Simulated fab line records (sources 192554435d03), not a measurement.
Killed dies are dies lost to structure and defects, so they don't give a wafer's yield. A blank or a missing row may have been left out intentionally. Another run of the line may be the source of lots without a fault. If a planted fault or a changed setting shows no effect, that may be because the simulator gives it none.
Matching of chambers :: flow n5Finfet :: N5_BEOL_M2_ETCH_64 on rieDiel-04 has 4 sister chambers
The step etches SOC in N2/H2, target depth 75 nm, overetch 22.5 nm, time 121.9 s. 4 wafers are shown with their chamber, then 8 later ones without.

## WAFERS, EACH WITH ITS CHAMBER
wafer: L086.2
chamber: 1
showerheadPlenumPTorr (Torr): 2.44

wafer: L087.2
chamber: 3
showerheadPlenumPTorr (Torr): 2.54

wafer: L087.4
chamber: 0
showerheadPlenumPTorr (Torr): 2.62

wafer: L088.3
chamber: 2
showerheadPlenumPTorr (Torr): 2.47

## WAFERS WITHOUT THEIR CHAMBER
wafer: L088.4
showerheadPlenumPTorr (Torr): 2.43

wafer: L088.5
showerheadPlenumPTorr (Torr): 2.54

wafer: L092.1
showerheadPlenumPTorr (Torr): 2.62

wafer: L092.2
showerheadPlenumPTorr (Torr): 2.47

wafer: L092.5
showerheadPlenumPTorr (Torr): 2.62

wafer: L094.1
showerheadPlenumPTorr (Torr): 2.53

wafer: L094.4
showerheadPlenumPTorr (Torr): 2.47

wafer: L094.5
showerheadPlenumPTorr (Torr): 2.47

## EACH ONE'S CHAMBER
wafer: L088.4
from the rows above: 1
in truth: 1

wafer: L088.5
from the rows above: 3
in truth: 3

wafer: L092.1
from the rows above: 0
in truth: 0

wafer: L092.2
from the rows above: 2
in truth: 2

wafer: L092.5
from the rows above: 0
in truth: 0

wafer: L094.1
from the rows above: 3
in truth: 3

wafer: L094.4
from the rows above: 2
in truth: 2

wafer: L094.5
from the rows above: 2
in truth: 2
Placed correctly: 8 of 8. Left unplaced by these rows: 0. 0 placed wrongly.
How it was worked out, from the rows above alone: a wafer's distance from a chamber is the root of the sum, over the readings, of the square of ((its reading less the chamber's mean) divided by the reading's scatter). The wafer belongs to the nearest chamber; if the next one is less than 2 further off, it can't be placed. A chamber's mean is the mean of its shown wafers. The scatter (one wafer shown for each chamber): square how far every hidden wafer sits from the nearest shown wafer, average those squares and take the square root.
